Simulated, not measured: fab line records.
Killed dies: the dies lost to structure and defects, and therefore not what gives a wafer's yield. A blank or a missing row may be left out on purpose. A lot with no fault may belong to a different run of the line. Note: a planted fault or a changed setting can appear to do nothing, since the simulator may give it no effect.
Problem report, 8D (eight disciplines) form, completed by code    flow n5Finfet    the parts of the form that need people (team, actions taken, sign-off) are left out

1. THE ISSUE
Wafers without a fault read 74, standard deviation 27; rawDefectCount at N5_BEOL_M13_INSPECT_55 reads a mean of 479 on 9 wafers belonging to 3 lots. That is +15 standard deviations from the usual mean.
The step: inspects for defects (darkfield).
Earliest sighting: wafer L668.1 on defectInspect-01 at day 12 05:53. The record holds 21 wafers of 7 lots with a number at this step. By rule, "out" or "out of limits" means more than 4 standard deviations away from the usual mean. The rest of the wafers with a number are treated as sound.

2. WHAT IT IS, AND WHAT IT ISN'T
question                     is                                  is not
which readings at this step  rawDefectCount                      -
which lots                   L668, L669, L670                    L666, L680, L681, L684
which wafers of those lots   all that have a number              -
read on which gauges         defectInspect-01, defectInspect-02  -
when                         from day 12 05:53                   up to then (3 sound wafers); but 9 sound wafers of L680, L681, L684 came after

3. SUSPECTS, AND WHAT RULES EACH OUT
Counting: a tool at a process step up to the reading stays a suspect if it ran every lot that is out and no sound lot after the first of them.
- the gauge at N5_BEOL_M13_INSPECT_55 has been ruled out. Those wafers that are out were read across 2 gauges (defectInspect-01, defectInspect-02).
- pvdSputter-02 at N5_BEOL_M13_DEGAS_41 (time 60 s): ruled out as a lasting fault. Sound lots L681 ran on it after its first lot that is out, L668 (day 12 03:56).
- pecvd-03 at N5_BEOL_M13_PRE_CLEAN_52 (time 15 s): ruled out as a lasting fault. Sound lots L681, L684 ran on it after its first lot that is out, L668 (day 12 05:46).
- pecvd-03 at N5_BEOL_M13_DEP_53 (deposits SiCN from 3MS/NH3, target thk 50 nm, time 17.8 s): ruled out as a lasting fault. Sound lots L681, L684 ran on it after its first lot that is out, L668 (day 12 05:47).
Left after counting: nothing in the record.

4. THE CAUSE (what the simulator had put in)
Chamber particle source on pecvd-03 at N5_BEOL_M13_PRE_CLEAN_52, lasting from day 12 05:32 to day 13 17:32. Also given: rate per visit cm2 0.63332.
It was ruled out by counting, in error; the rule expects a fault to strike all lots run on its tool from its start on, and this fault did not.

5. SEQUENCE OF EFFECTS, ordered by route
One row per reading whose mean, taken over the struck wafers that have a number, lies over 3 standard deviations from the usual. Only readings whose record carries a usual standard deviation are examined. hours: median over the lots of the time between each lot's start at the first step of this table that gives one and its start at this step. sigmas: the change, counted in usual standard deviations.
hours  step                     reading              usual   on struck wafers  change  sigmas
0      N5_BEOL_M13_INSPECT_55   rawDefectCount       74      479               +405    +15
25     N5_PASSIVATION_PROBE_49  defectLimitedYield   91.1 %  85.1              -6.0    -4.3
25     N5_PASSIVATION_PROBE_49  killed_at_M4_up      14      89                +75     +13
25     N5_PASSIVATION_PROBE_49  killedDies           105     176               +71     +4.4
25     N5_PASSIVATION_PROBE_49  sort_bin_5_function  5.2 %   9.4               +4.2    +4.6
25     N5_PASSIVATION_PROBE_49  sortNPass            1075    1004              -71     -4.4
25     N5_PASSIVATION_PROBE_49  sortYieldPct         91.1 %  85.1              -6.0    -4.3
Its process steps:
- N5_PASSIVATION_PROBE_49

6. WHAT WOULD HAVE CAUGHT IT SOONER
In this record the first reading out of limits at a measuring or inspecting step was taken at day 12 05:53, 0 hours after the fault began at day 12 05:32.
